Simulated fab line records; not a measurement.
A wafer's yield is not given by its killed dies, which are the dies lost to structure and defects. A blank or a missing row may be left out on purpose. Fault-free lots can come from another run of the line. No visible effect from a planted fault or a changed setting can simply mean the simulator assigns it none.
Struck lot and sound lot, side by side ; flow nand harc ; 14 out of 1159 route steps
Sound: these wafers, L279.1, L279.4, L279.5. The struck wafers were L274.2, L274.4, L274.6. The cause is named last.
For every step that has rows: the tool of each side, followed by ch and its chambers, followed by its first start. Under that, the readings that differ: sound wafers ; struck wafers ; difference of the means ; sigmas: that difference in standard deviations of wafers without a fault.
alike: same words and numbers on both sides, and readings whose means sit less than 2 such deviations apart. not compared: any withheld reading, any reading some wafer has no value for, any bound like >300 that may hide the same value, and any number with overlapping values for which the record gives no deviation.
The two part at a step that has a row with sigmas, a row that says differs or no value, or rows on one side only. When numbers do not overlap yet have no deviation, they are printed without sigmas and do not part them. A reading missing from all wafers of one side parts the sides only when that side holds two or more wafers.

first, 1 step without rows for these wafers: NHARC_A_ONON_D1_DEP_09 (target thk 1000 nm).
NHARC_A_ONON_D1_THK_MEAS_11: measures by ellipsometry.
  sound on film metro-02 at day 11 19:44; struck on film metro-02 at day 10 00:10
  alike: thk nm
after that, 1 step with no rows for these wafers: NHARC_A_ONON_D1_DEP_12 (target thk 1000 nm).
NHARC_A_ONON_D1_THK_MEAS_14: measures by ellipsometry.
  sound on film metro-01 at day 11 20:17; struck on film metro-02 at day 10 00:44
  alike: thk nm
then, 2 steps without rows for these wafers: NHARC_A_ONON_D1_ANNEAL_15 (time 3600 s); NHARC_A_ONON_D1_DEP_16 (target thk 1000 nm).
NHARC_A_ONON_D1_THK_MEAS_18: measures by ellipsometry.
  sound on film metro-02 at day 12 03:23; struck on film metro-02 at day 10 09:17
reading;sound;struck;difference;sigmas
thk nm (nm);992 992 993;1016 1015 1015;+23;+2
after that, 1 step with no rows for these wafers: NHARC_A_ONON_D1_DEP_19 (target thk 1000 nm).
NHARC_A_ONON_D1_THK_MEAS_21: measures by ellipsometry.
  sound on film metro-02 at day 12 03:58; struck on film metro-02 at day 10 09:50
reading;sound;struck;difference;sigmas
thk nm (nm);1014 1016 1016;997 996 999;-18;-2
after that, 1 step with no rows for these wafers: NHARC_A_ONON_D1_DEP_22 (target thk 1000 nm).
NHARC_A_ONON_D1_THK_MEAS_24: measures by ellipsometry.
  sound on film metro-01 at day 12 04:31; struck on film metro-02 at day 10 10:25
  alike: thk nm
NHARC_A_ONON_D1_DEP_25: target thk 1000 nm.
  sound on pecvd onon-03 ch 0, day 12 04:35; struck on pecvd onon-04 ch 0, day 10 10:31
reading;sound;struck;difference;sigmas
sih4 flow sccm (sccm);210.8 210.2 210.2;252.0 251.4 251.0;+41.1;+71
NHARC_A_ONON_D1_THK_MEAS_27: measures by ellipsometry.
  sound on film metro-02 at day 12 05:05; struck on film metro-01 at day 10 10:58
  alike: thk nm
NHARC_END_SORT_01:
  the record has rows for the sound wafers here (prober-02 ch 0, day 26 01:35) and none for the struck ones

## WHERE THEY PART
Last at NHARC_END_SORT_01 as far as this record goes, first at NHARC_A_ONON_D1_THK_MEAS_18.

WHY: what the simulator had put in
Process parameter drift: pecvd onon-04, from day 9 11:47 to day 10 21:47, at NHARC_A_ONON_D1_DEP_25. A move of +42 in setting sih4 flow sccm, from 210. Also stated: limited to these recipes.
